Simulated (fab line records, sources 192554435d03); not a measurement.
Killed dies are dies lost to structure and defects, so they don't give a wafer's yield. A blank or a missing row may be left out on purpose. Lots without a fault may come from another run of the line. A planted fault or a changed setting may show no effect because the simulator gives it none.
Chamber matching | flow n5_finfet | N5_BEOL_M1_ALD_98 on ald_sin-02: 4 sister chambers
The step deposits SiO2, target thk 2.5 nm, pulse time 1 s, co reactant pulse time 1 s. 16 wafers are shown with their chamber, then 8 later ones without.

WAFERS WITH THEIR CHAMBER
wafer  | chamber | heater_power_w (W) | precursor_pulse_height_rel
L074.1 | 0       | 67                 | 0.990
L074.2 | 1       | 74                 | 1.028
L074.3 | 3       | 77                 | 0.986
L074.4 | 2       | 76                 | 0.981
L074.5 | 1       | 77                 | 1.043
L074.6 | 0       | 68                 | 0.989
L082.1 | 2       | 76                 | 0.977
L082.2 | 0       | 69                 | 0.993
L082.3 | 1       | 76                 | 0.999
L082.4 | 3       | 76                 | 1.000
L082.5 | 3       | 77                 | 1.016
L082.6 | 0       | 68                 | 0.992
L085.3 | 1       | 71                 | 0.973
L085.4 | 0       | 68                 | 0.989
L085.5 | 3       | 74                 | 0.997
L089.3 | 0       | 65                 | 0.990

SIGNATURES (means of the wafers above)
reading                    | chamber 0 | chamber 1 | chamber 2 | chamber 3 | scatter within a chamber
heater_power_w             | 67.50     | 74.50     | 76.00     | 76.00     | 1.74
precursor_pulse_height_rel | 0.99050   | 1.01075   | 0.97900   | 0.99975   | 0.0168
Rule: a wafer's distance from a chamber is the root of the sum, over the readings, of the square of ((its reading less the chamber's mean) divided by the reading's scatter). The wafer belongs to the nearest chamber; if the next one is less than 2 further off, it can't be placed. The scatter: the root of (the sum of the squares of (reading less its chamber's mean) over the shown wafers, divided by (wafers less chambers)).

WAFERS WITHOUT THEIR CHAMBER
wafer  | heater_power_w (W) | precursor_pulse_height_rel
L089.4 | 73                 | 1.002
L089.6 | 73                 | 1.005
L092.2 | 66                 | 1.002
L092.4 | 71                 | 1.013
L092.5 | 67                 | 1.002
L093.2 | 72                 | 1.019
L093.3 | 72                 | 1.025
L093.4 | 74                 | 0.956

WHICH CHAMBER EACH WENT THROUGH
wafer  | from the rows above               | in truth
L089.4 | can't be placed: 1 or 3 or 2      | 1
L089.6 | can't be placed: 1 or 3 or 2      | 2
L092.2 | 0                                 | 0
L092.4 | can't be placed: 1 or 0 or 3 or 2 | 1
L092.5 | 0                                 | 0
L093.2 | can't be placed: 1 or 3 or 0 or 2 | 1
L093.3 | can't be placed: 1 or 3 or 0 or 2 | 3
L093.4 | can't be placed: 2 or 3 or 1      | 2
Placed correctly: 2 of 8. Can't be placed from these rows: 6 (the true chamber is among the candidates in 6). Placed wrongly: 0.
